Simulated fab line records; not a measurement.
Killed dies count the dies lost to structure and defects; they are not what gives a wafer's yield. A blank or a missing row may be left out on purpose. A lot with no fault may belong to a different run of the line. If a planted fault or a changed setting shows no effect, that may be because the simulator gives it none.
Chamber matching ; flow n5_finfet ; N5_PASSIVATION_STRIP_34 on rie_diel-05 has 4 sister chambers
The step strips in O2. 4 wafers are shown with their chamber, then 7 later ones without.

## EACH WAFER AND ITS CHAMBER
wafer;chamber;drypump_motor_current_A (A)
L267.1;1;5.4
L267.2;3;6.6
L267.6;2;5.7
L272.5;0;6.3

## WAFERS MISSING THEIR CHAMBER
wafer;drypump_motor_current_A (A)
L272.6;5.4
L276.1;6.3
L276.5;5.7
L276.6;6.3
L278.3;5.8
L278.4;5.4
L278.6;6.3

## CHAMBER TAKEN BY EACH
wafer;from the rows above;in truth
L272.6;1;1
L276.1;0;0
L276.5;2;2
L276.6;0;0
L278.3;2;2
L278.4;1;1
L278.6;0;0
Correctly placed: 7 of 7. Left unplaced by these rows: 0. Number placed wrongly: 0.
How it was worked out, from the rows above alone: a wafer's distance from a chamber is the root of the sum, over the readings, of the square of ((its reading less the chamber's mean) divided by the reading's scatter). If the next closest chamber is less than 2 further off than the closest, the wafer can't be placed; otherwise it belongs to the closest. The mean given for a chamber averages the wafers shown for that chamber. The scatter (one wafer shown for each chamber): square how far every hidden wafer sits from the nearest shown wafer, average those squares and take the square root.
